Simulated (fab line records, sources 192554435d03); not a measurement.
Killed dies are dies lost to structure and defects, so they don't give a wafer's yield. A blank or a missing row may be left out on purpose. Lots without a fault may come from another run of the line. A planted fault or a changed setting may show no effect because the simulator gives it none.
Which tool did it? | flow n5_finfet | 14 lots, 42 wafers sampled, at 5 steps of a route of 1938

WHAT THE GAUGES READ, wafer by wafer
N5_BEOL_M7_CD_MEAS_18: pitch 80 nm, target cd 40 nm.
lot  | measured     | on        | cd_nm (nm)
L155 | day 9 18:29  | cd_sem-03 | 39.7 40.4 39.7
L159 | day 10 15:24 | cd_sem-02 | 39.5 40.2 39.9
L156 | day 10 19:39 | cd_sem-03 | 40.3 40.5 40.1
L164 | day 12 02:59 | cd_sem-03 | - - -
L165 | day 12 13:16 | cd_sem-02 | - - -
L168 | day 13 13:02 | cd_sem-02 | 40.0 39.7 40.7
L169 | day 13 16:04 | cd_sem-02 | 39.5 40.3 40.2
L170 | day 13 18:40 | cd_sem-02 | 39.8 39.9 39.9
L171 | day 13 19:12 | cd_sem-02 | 39.6 40.5 39.4
L172 | day 13 22:59 | cd_sem-02 | 40.9 40.9 41.2
L173 | day 14 11:37 | cd_sem-01 | 40.4 40.7 40.0
L174 | day 14 19:11 | cd_sem-01 | 41.1 40.3 40.4
L175 | day 15 04:07 | cd_sem-02 | 39.4 40.3 39.3
L176 | day 15 04:46 | cd_sem-01 | 39.3 39.4 40.3

N5_BEOL_M7_INSPECT_30: inspects for defects (brightfield).
lot  | measured     | on                | raw_defect_count
L155 | day 9 21:19  | defect_inspect-02 | 472 356 363
L159 | day 10 18:28 | defect_inspect-02 | 360 344 388
L156 | day 10 20:11 | defect_inspect-02 | 301 526 424
L168 | day 13 13:25 | defect_inspect-02 | 321 294 262
L169 | day 13 16:59 | defect_inspect-01 | 277 249 359
L170 | day 13 21:08 | defect_inspect-02 | 440 392 235
L171 | day 13 21:11 | defect_inspect-02 | 262 279 367
L172 | day 14 01:05 | defect_inspect-02 | 629 375 379
L173 | day 14 14:44 | defect_inspect-02 | 334 346 781
L174 | day 14 20:17 | defect_inspect-02 | 388 766 478
L175 | day 15 05:04 | defect_inspect-01 | 506 448 586
L176 | day 15 05:14 | defect_inspect-01 | 288 305 338

WHICH TOOL RAN EACH LOT (tool, then ch and the chambers of the sampled wafers, then the start)
lot  | N5_BEOL_M7_DESCUM_16               | N5_BEOL_M7_ETCH_62                 | N5_BEOL_M7_HM_OPEN_17
L155 | rie_diel-05 ch 0,1,2, day 9 17:52  | rie_diel-05 ch 0,1,2, day 9 17:58  | rie_metal-02 ch 1, day 9 18:08
L159 | rie_diel-05 ch 1,3, day 10 14:50   | rie_diel-05 ch 1,3, day 10 14:56   | rie_metal-01 ch 1, day 10 15:11
L156 | rie_diel-05 ch 0,1,3, day 10 19:02 | rie_diel-05 ch 0,1,3, day 10 19:07 | rie_metal-01 ch 1, day 10 19:23
L164 | rie_diel-05 ch 0,1,2, day 12 02:32 | rie_diel-05 ch 0,1,2, day 12 02:37 | rie_metal-01 ch 0,1, day 12 02:48
L165 | rie_diel-05 ch 1,3, day 12 12:49   | rie_diel-05 ch 1,3, day 12 12:54   | rie_metal-02 ch 0,1, day 12 13:05
L168 | rie_diel-06 ch 0,2,3, day 13 12:28 | rie_diel-06 ch 0,2,3, day 13 12:34 | rie_metal-02 ch 0, day 13 12:46
L169 | rie_diel-01 ch 0,3, day 13 15:31   | rie_diel-01 ch 0,3, day 13 15:37   | rie_metal-02 ch 0, day 13 15:48
L170 | rie_diel-05 ch 0,2,3, day 13 17:58 | rie_diel-05 ch 0,2,3, day 13 18:03 | rie_metal-03 ch 1, day 13 18:16
L171 | rie_diel-01 ch 0,1,3, day 13 18:38 | rie_diel-01 ch 0,1,3, day 13 18:44 | rie_metal-02 ch 0, day 13 18:57
L172 | rie_diel-06 ch 0,3, day 13 22:31   | rie_diel-06 ch 0,3, day 13 22:37   | rie_metal-02 ch 0,1, day 13 22:48
L173 | rie_diel-06 ch 0,1,3, day 14 11:09 | rie_diel-06 ch 0,1,3, day 14 11:15 | rie_metal-01 ch 0,1, day 14 11:26
L174 | rie_diel-05 ch 0,1,2, day 14 18:42 | rie_diel-05 ch 0,1,2, day 14 18:47 | rie_metal-03 ch 0,1, day 14 18:59
L175 | rie_diel-01 ch 2,3, day 15 03:31   | rie_diel-01 ch 2,3, day 15 03:37   | rie_metal-01 ch 0,1, day 15 03:48
L176 | rie_diel-01 ch 0,1,3, day 15 04:07 | rie_diel-01 ch 0,1,3, day 15 04:12 | rie_metal-02 ch 0,1, day 15 04:23
- N5_BEOL_M7_DESCUM_16: chemistry O2, time 7.9 s.
- N5_BEOL_M7_ETCH_62: etches SOC in N2/H2, target depth 110 nm, overetch 22 nm, time 165 s.
- N5_BEOL_M7_HM_OPEN_17: chemistry Cl2/BCl3, target TiN, target depth 20 nm, overetch 6 nm.

WHAT THE TOOLS THEMSELVES READ (means of the sampled wafers that have a number; where no wafer has one, the mark that the record gives instead)
N5_BEOL_M7_DESCUM_16.
lot  | tool        | bias_power_w (W) | drypump_motor_current_A (A) | o2_flow_sccm (sccm) | oes_product_au (a.u.) | rf_fwd_power_W (W) | rf_vpp_V (V) | showerhead_plenum_p_Torr (Torr) | throttle_valve_pct (%)
L155 | rie_diel-05 | 19.98            | 5.7                         | 224.2               | 0.71                  | 49.32              | 242.4        | 2.05                            | 20.47
L159 | rie_diel-05 | 19.88            | 5.9                         | 224.4               | 0.71                  | 49.05              | 242.7        | 2.10                            | 20.41
L156 | rie_diel-05 | 20.04            | 5.8                         | 225.0               | 0.72                  | 49.13              | 242.8        | 2.04                            | 20.43
L164 | rie_diel-05 | 19.99            | 5.7                         | 224.8               | 0.79                  | 49.35              | 242.2        | 2.04                            | 20.36
L165 | rie_diel-05 | 19.97            | 5.9                         | 225.7               | 0.70                  | 49.11              | 243.3        | 2.09                            | 20.43
L168 | rie_diel-06 | 20.05            | 5.8                         | 225.2               | 0.80                  | 49.35              | 243.7        | 2.14                            | 20.56
L169 | rie_diel-01 | 20.05            | 5.6                         | 224.8               | 0.73                  | 49.08              | 244.8        | 2.17                            | 20.46
L170 | rie_diel-05 | 19.98            | 5.6                         | 224.6               | 0.78                  | 49.38              | 243.3        | 2.10                            | 20.56
L171 | rie_diel-01 | 20.07            | 5.8                         | 224.4               | 0.74                  | 49.35              | 245.0        | 2.18                            | 20.38
L172 | rie_diel-06 | 20.02            | 5.8                         | 225.1               | 0.82                  | 49.39              | 244.1        | 2.15                            | 20.54
L173 | rie_diel-06 | 20.00            | 5.7                         | 225.3               | 0.82                  | 49.44              | 243.8        | 2.15                            | 20.51
L174 | rie_diel-05 | 20.03            | 5.7                         | 224.5               | 0.86                  | 49.25              | 242.9        | 2.12                            | 20.28
L175 | rie_diel-01 | 20.06            | 6.1                         | 225.1               | 0.69                  | 49.36              | 242.6        | 2.03                            | 20.33
L176 | rie_diel-01 | 19.97            | 5.8                         | 224.5               | 0.74                  | 49.44              | 244.6        | 2.17                            | 20.40

N5_BEOL_M7_ETCH_62.
lot  | tool        | bias_w (W) | drypump_motor_current_A (A) | oes_product_au (a.u.) | rf_fwd_power_W (W) | rf_vpp_V (V) | showerhead_plenum_p_Torr (Torr) | throttle_valve_pct (%)
L155 | rie_diel-05 | 149.9      | 5.7                         | 0.59                  | 836.6              | 522.9        | 2.48                            | 17.88
L159 | rie_diel-05 | 149.9      | 5.9                         | 0.60                  | 834.8              | 523.7        | 2.56                            | 17.87
L156 | rie_diel-05 | 150.1      | 5.8                         | 0.61                  | 836.8              | 522.2        | 2.49                            | 17.89
L164 | rie_diel-05 | 150.1      | 5.8                         | 0.67                  | 837.2              | 522.5        | 2.48                            | 17.76
L165 | rie_diel-05 | 149.9      | 5.9                         | 0.59                  | 836.5              | 524.0        | 2.55                            | 17.89
L168 | rie_diel-06 | 149.8      | 5.9                         | 0.68                  | 836.2              | 525.0        | 2.58                            | 17.87
L169 | rie_diel-01 | 150.1      | 5.7                         | 0.62                  | 838.0              | 526.2        | 2.64                            | 17.91
L170 | rie_diel-05 | 149.8      | 5.6                         | 0.66                  | 836.3              | 523.7        | 2.54                            | 17.95
L171 | rie_diel-01 | 149.7      | 5.8                         | 0.63                  | 835.5              | 526.0        | 2.64                            | 17.74
L172 | rie_diel-06 | 150.3      | 5.8                         | 0.68                  | 836.5              | 524.6        | 2.61                            | 17.97
L173 | rie_diel-06 | 149.8      | 5.7                         | 0.69                  | 839.0              | 526.3        | 2.61                            | 17.92
L174 | rie_diel-05 | 150.0      | 5.7                         | 0.72                  | 837.5              | 525.9        | 2.58                            | 17.66
L175 | rie_diel-01 | 150.4      | 6.2                         | 0.59                  | 837.3              | 521.7        | 2.48                            | 17.80
L176 | rie_diel-01 | 149.5      | 5.8                         | 0.62                  | 836.5              | 525.7        | 2.63                            | 17.76

N5_BEOL_M7_HM_OPEN_17.
lot  | tool         | bcl3_flow_sccm (sccm) | bias_w (W) | drypump_motor_current_A (A) | oes_product_au (a.u.) | rf_fwd_power_W (W) | throttle_valve_pct (%)
L155 | rie_metal-02 | 21.86                 | 125.5      | 6.4                         | 0.53                  | 989                | 21.93
L159 | rie_metal-01 | 21.75                 | 125.7      | 5.4                         | 0.60                  | 989                | 22.00
L156 | rie_metal-01 | 21.70                 | 126.3      | 5.4                         | 0.59                  | 985                | 21.99
L164 | rie_metal-01 | -                     | -          | -                           | -                     | -                  | -
L165 | rie_metal-02 | -                     | -          | -                           | -                     | -                  | -
L168 | rie_metal-02 | 21.74                 | 126.1      | 6.3                         | 0.72                  | 988                | 22.23
L169 | rie_metal-02 | 21.79                 | 126.0      | 6.3                         | 0.72                  | 989                | 22.24
L170 | rie_metal-03 | 21.84                 | 126.0      | 5.5                         | 0.64                  | 995                | 22.68
L171 | rie_metal-02 | 21.75                 | 126.1      | 6.3                         | 0.72                  | 990                | 22.24
L172 | rie_metal-02 | 21.67                 | 126.4      | 6.4                         | 0.81                  | 991                | 21.89
L173 | rie_metal-01 | 21.72                 | 126.2      | 5.5                         | 0.71                  | 988                | 21.94
L174 | rie_metal-03 | 21.71                 | 126.4      | 5.5                         | 0.77                  | 992                | 22.28
L175 | rie_metal-01 | 21.74                 | 125.9      | 5.5                         | 0.71                  | 985                | 21.96
L176 | rie_metal-02 | 21.71                 | 126.0      | 6.4                         | 0.75                  | 992                | 22.07

THE ANSWER, worked out from the rows above alone
Rule: what is usual is taken from the lots themselves. Put in order of their means at a reading, lots are off if they are a third of the lots or fewer, leave a main group of 4 or more, and stand apart from it by a gap of 3 or more times the standard deviation of the main group's means; of several such gaps the widest counts. A main group whose means are all the same, to the digits that the tables above print for the reading, isn't used. A lot without any number at a reading at which 4 lots or more have one is off too. The other lots that the step has rows for count as sound. The gauges are gone through in route order, then the tools' own readings, and for those a lot's mean is taken as printed above. The first step at which some lot is off is used, and at that step the reading that is off furthest; a lot without a number counts as furthest.
Off: L164, L165, at N5_BEOL_M7_CD_MEAS_18 (cd_nm). Without a number there: L164, L165. The main group: mean 40.1 nm, standard deviation 0.38.
A tool fits if, at a process step before that reading, it ran every lot that is off, and no sound lot after the first of them. The gauges at N5_BEOL_M7_CD_MEAS_18 aren't tried: what is off there is off at N5_BEOL_M7_HM_OPEN_17 too, on other tools, and a gauge's error can't cause that. None of those tried fits.

WHAT THE SIMULATOR HAD PUT IN
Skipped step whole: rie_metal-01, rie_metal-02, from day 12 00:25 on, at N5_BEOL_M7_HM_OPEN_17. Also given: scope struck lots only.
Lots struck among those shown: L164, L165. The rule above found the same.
